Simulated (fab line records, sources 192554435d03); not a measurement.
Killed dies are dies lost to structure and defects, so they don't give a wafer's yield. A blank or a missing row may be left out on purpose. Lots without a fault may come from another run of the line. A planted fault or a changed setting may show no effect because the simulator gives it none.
A struck lot beside a sound one | flow n5_finfet | 19 steps out of a route of 1938
Sound: wafers L969.1, L969.5, L969.6. Struck: wafers L982.2, L982.3, L982.6. The cause comes at the end.
At each step with rows: each side's tool, then ch and its chambers, then its first start. Under that, the readings that differ: sound wafers | struck wafers | difference of the means | sigmas: that difference in standard deviations of wafers without a fault.
alike: readings whose means differ by less than 2 such deviations, and words and numbers that are the same on both sides. not compared: withheld readings, readings that some wafer has no value for, bounds like >300 that may hide the same value, and numbers for which the record gives no deviation and whose values overlap.
The two part at a step that has a row with sigmas, a row that says differs or no value, or rows on one side only. Numbers that don't overlap but have no deviation are shown without sigmas and don't part them. A reading that every wafer of one side lacks parts them only if that side has two wafers or more.

first, 7 steps without rows for these wafers: N5_BEOL_M15_COAT_04 (resist thk 800 nm); N5_BEOL_M15_EBR_06; N5_BEOL_M15_SOFTBAKE_05 (time 60 s); N5_BEOL_M15_EXPOSE_07 (exposes mask V14); N5_BEOL_M15_PEB_08 (peb time 90 s); N5_BEOL_M15_DEVELOP_09 (develop time 45 s); N5_BEOL_M15_HARDBAKE_14 (time 120 s).
N5_BEOL_M15_CD_MEAS_10: target cd 360 nm.
  sound on cd_sem-03 ch 0, day 11 03:45; struck on cd_sem-02 ch 0, day 15 04:10
  alike: cd_nm
N5_BEOL_M15_OVL_MEAS_11:
  sound on overlay-01 ch 0, day 11 03:47; struck on overlay-02 ch 0, day 15 04:11
  alike: V14_OVL
N5_BEOL_M15_INSPECT_12: inspects for defects (macro).
  sound on defect_inspect-01, day 11 03:49; struck on defect_inspect-02, day 15 04:13
  alike: raw_defect_count
N5_BEOL_M15_DESCUM_15: chemistry O2, time 7.9 s.
  sound on rie_diel-03 ch 2,3, day 11 03:50; struck on rie_diel-02 ch 0,3, day 15 04:15
  alike: drypump_motor_current_A, oes_product_au, rf_vpp_V, showerhead_plenum_p_Torr, throttle_valve_pct
  not compared: rf_hours_counter_h
N5_BEOL_M15_ETCH_59: etches BARC in N2/H2, target depth 89 nm, overetch 26.7 nm, time 67.9 s.
  sound on rie_diel-03 ch 2,3, day 11 03:53; struck on rie_diel-02 ch 0,3, day 15 04:17
  alike: bias_w, chamber_pressure_mTorr, drypump_motor_current_A, oes_product_au, rf_vpp_V, showerhead_plenum_p_Torr, throttle_valve_pct
  not compared: rf_hours_counter_h
N5_BEOL_M15_VIA_ETCH_16: etches SiO2 in C4F8/O2/Ar, target depth 1792.2 nm.
  sound on rie_diel-03 ch 2,3, day 11 03:56; struck on rie_diel-02 ch 0,3, day 15 04:20
  no value came back on the struck wafers for any of 10 readings (C4F8_flow_sccm (sccm), O2_flow_sccm (sccm) and others); on the sound wafers C4F8_flow_sccm (sccm) reads 16.08 16.08 15.97
  reading                                    | sound             | struck        | difference | sigmas
  model.coat_of_BEOL_M15_COAT_04.thk_nm (nm) | 332.4 315.8 325.6 | 721 716.6 717 | +394       |
N5_BEOL_M15_STRIP_63: strips in O2.
  sound on rie_diel-03 ch 2,3; struck on rie_diel-02 ch 0,3
  reading                     | sound       | struck      | difference | sigmas
  drypump_motor_current_A (A) | 6.6 5.8 6.7 | 5.4 5.4 5.4 | -1.0       | -2
  alike: oes_product_au, rf_vpp_V, showerhead_plenum_p_Torr, throttle_valve_pct
  not compared: rf_hours_counter_h
N5_BEOL_M15_STRIP_64: strips in O2.
  sound on rie_diel-03 ch 2,3; struck on rie_diel-02 ch 0,3
  alike: drypump_motor_current_A, oes_product_au, rf_vpp_V, showerhead_plenum_p_Torr, throttle_valve_pct
  not compared: rf_hours_counter_h
then, 2 steps without rows for these wafers: N5_BEOL_M15_STRIP_65 (strips in post etch residue remover, time 60 s); N5_BEOL_M15_SRD_66 (time 30 s, dry time 30 s).
N5_BEOL_M15_CD_MEAS_17: target cd 360 nm.
  sound on cd_sem-02, day 11 04:23; struck on cd_sem-01, day 15 04:45
  reading    | sound             | struck | difference                    | sigmas
  cd_nm (nm) | 359.7 359.3 358.7 | - - -  | no value on the struck wafers |
then, 1 step without rows for these wafers: N5_BEOL_M15_COAT_56 (time 60 s, resist thk 550 nm).

WHERE THEY PART
First at N5_BEOL_M15_VIA_ETCH_16; last, within this record, at N5_BEOL_M15_CD_MEAS_17.

WHY: what the simulator had put in
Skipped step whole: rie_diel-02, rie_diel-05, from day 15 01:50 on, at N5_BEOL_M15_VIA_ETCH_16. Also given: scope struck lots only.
